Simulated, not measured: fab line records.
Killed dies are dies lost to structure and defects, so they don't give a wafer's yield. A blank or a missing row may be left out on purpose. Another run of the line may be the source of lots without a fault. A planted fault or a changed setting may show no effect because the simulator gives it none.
Split-lot trial    flow n5 finfet    39 wafers read across 7 lots, on a route 1938 steps long

## THE SPLIT
At N5_MOL_CONTACT_COAG_CVD_140 (deposits W, target thk 66.5 nm, time 215 s), the setting target thk a was moved away from the recipe's 665 angstrom on 15 of the 39 wafers read, by -57.4% to +58.2%. The other wafers ran this setting at the recipe's value.

The split's own step is where the reading is taken.

## THE READING
W_of_MOL_CONTACT_COAG_CVD_140.thk nm (the simulator's own value, which no gauge read), in nm, at N5_MOL_CONTACT_COAG_CVD_140 (deposits W, target thk 66.5 nm, time 215 s). There is no usual value for it anywhere in the file. Across the 24 wafers here that went through the recipe, the average is 66.8 nm and the standard deviation 0.52 nm.

wafer   tool, chamber at the split  target thk a as run, angstrom  against the recipe  W_of_MOL_CONTACT_COAG_CVD_140.thk nm, nm  against lot-mates on the recipe
L074.1  cvd w-01, 0                 488.1                          -26.6%              49.6                                      -16.7
L074.2  cvd w-01, 1                 665                            recipe              66.6                                      -
L074.3  cvd w-01, 0                 488.1                          -26.6%              49.2                                      -17.1
L074.4  cvd w-01, 1                 665                            recipe              66                                        -
L074.5  cvd w-01, 1                 665                            recipe              66.2                                      -
L074.6  cvd w-01, 0                 488.1                          -26.6%              49.8                                      -16.5
L075.1  cvd w-02, 1                 665                            recipe              67                                        -
L075.2  cvd w-02, 0                 665                            recipe              66.2                                      -
L075.3  cvd w-02, 1                 1052                           +58.2%              105.8                                     +39.4
L075.4  cvd w-02, 0                 1052                           +58.2%              104.4                                     +38.0
L075.5  cvd w-02, 1                 1052                           +58.2%              105                                       +38.6
L075.6  cvd w-02, 0                 665                            recipe              66                                        -
L078.1  cvd w-02, 0,0,1             665                            recipe              67.2                                      -
L078.3  cvd w-02, 0,0,1             665                            recipe              67.2                                      -
L078.4  cvd w-02, 0,0,1             665                            recipe              67.2                                      -
L078.2  cvd w-02, 1,0               552.3                          -16.9%              56.8                                      -10.4
L078.5  cvd w-02, 1,0               552.3                          -16.9%              56.8                                      -10.4
L078.6  cvd w-02, 1                 552.3                          -16.9%              56.2                                      -11.0
L083.1  cvd w-02, 0                 665                            recipe              66                                        -
L083.2  cvd w-02, 1                 665                            recipe              67                                        -
L083.3  cvd w-02, 1                 283.3                          -57.4%              28.2                                      -38.4
L083.4  cvd w-02, 0                 283.3                          -57.4%              28                                        -38.6
L083.5  cvd w-02, 0                 283.3                          -57.4%              27.8                                      -38.8
L083.6  cvd w-02, 1                 665                            recipe              66.8                                      -
L088.1  cvd w-01, 1                 665                            recipe              66                                        -
L088.2  cvd w-01, 0                 665                            recipe              67.8                                      -
L088.3  cvd w-01, 0                 665                            recipe              66.8                                      -
L088.4  cvd w-01, 1                 665                            recipe              66.4                                      -
L088.6  cvd w-01, 1                 665                            recipe              66.4                                      -
L088.5  cvd w-01, 0                 665                            recipe              67                                        -
L089.2  cvd w-01, 0                 665                            recipe              67                                        -
L089.4  cvd w-01, 0                 665                            recipe              67.6                                      -
L089.5  cvd w-01, 1                 665                            recipe              66.6                                      -
L093.1  cvd w-02, 1                 418                            -37.1%              42.2                                      -24.9
L093.2  cvd w-02, 0                 418                            -37.1%              42.6                                      -24.5
L093.3  cvd w-02, 0                 665                            recipe              66.8                                      -
L093.5  cvd w-02, 0                 665                            recipe              66.8                                      -
L093.4  cvd w-02, 1                 418                            -37.1%              43                                        -24.1
L093.6  cvd w-02, 1                 665                            recipe              67.6                                      -
If several chambers appear in one row, that row covers several wafers at once and the file leaves open which wafer was in which chamber.

THE FIT
A straight line over all 39 wafers: W_of_MOL_CONTACT_COAG_CVD_140.thk nm changes by +0.661 nm for each +1% of target thk a; r = +1.00; the points scatter about the line by 0.62 nm.
The same after taking each lot's own level away (the mean of its wafers on the recipe; 39 wafers): +0.663 nm for each +1%; r = +1.00; scatter 0.53 nm.
Per that fit: largest target thk a move, reading shift of 39 nm.
Measured against the standard deviation above, the lots' own levels, which go from 66.27 to 67.20 nm, span 1.8 times it.
So the lot-to-lot level changes the slope little: the two slopes agree.
Check: +38.5 nm against its lot-mates is what the line predicts for one of the wafers moved furthest among these (+58.2%) when that wafer is left out of the fit. Against them it came out at +39.4 nm.

## THESE WAFERS: OTHER SPLITS
Note: prior to the reading, these wafers also went through further splits. Each is held against what the fit with the lots' levels taken away leaves over:
other split on the same wafers         wafers away from the commonest value  r with W_of_MOL_CONTACT_COAG_CVD_140.thk nm (lot level and that fit taken away)
N5_FIN_SAQP_SPACER1_ALD_24 ald cycles  15                                    +0.20
N5_SDB_HM_DEP_00 time s                15                                    +0.12
N5_HKMG_FIN_HK_ALD_01 ald cycles       12                                    -0.10

## THE WHOLE CHAIN: every reading that the file lists as answering this split, in the file's order
step                         what it does                                                     reading                                                                                change (the file's fit)                                                            r (the file's)
N5_MOL_CONTACT_COAG_CVD_140  deposits W, target thk 66.5 nm, time 215 s                       W_of_MOL_CONTACT_COAG_CVD_140.thk nm (the simulator's own value, which no gauge read)  +0.662 nm for each +1% of the setting                                              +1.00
N5_MOL_CONTACT_COAG_CMP_52   polishes, stops on SiO2, t overpolish 1.5 s, target thk 66.5 nm  W_of_MOL_CONTACT_COAG_CVD_140.thk nm (the simulator's own value, which no gauge read)  not straight: 28 at the lowest setting, 66.62 at the recipe, 65.53 at the highest  not given

## THE FILE'S OWN FIT
W_of_MOL_CONTACT_COAG_CVD_140.thk nm changes by +0.662 nm for each +1% of target thk a, r = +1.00.
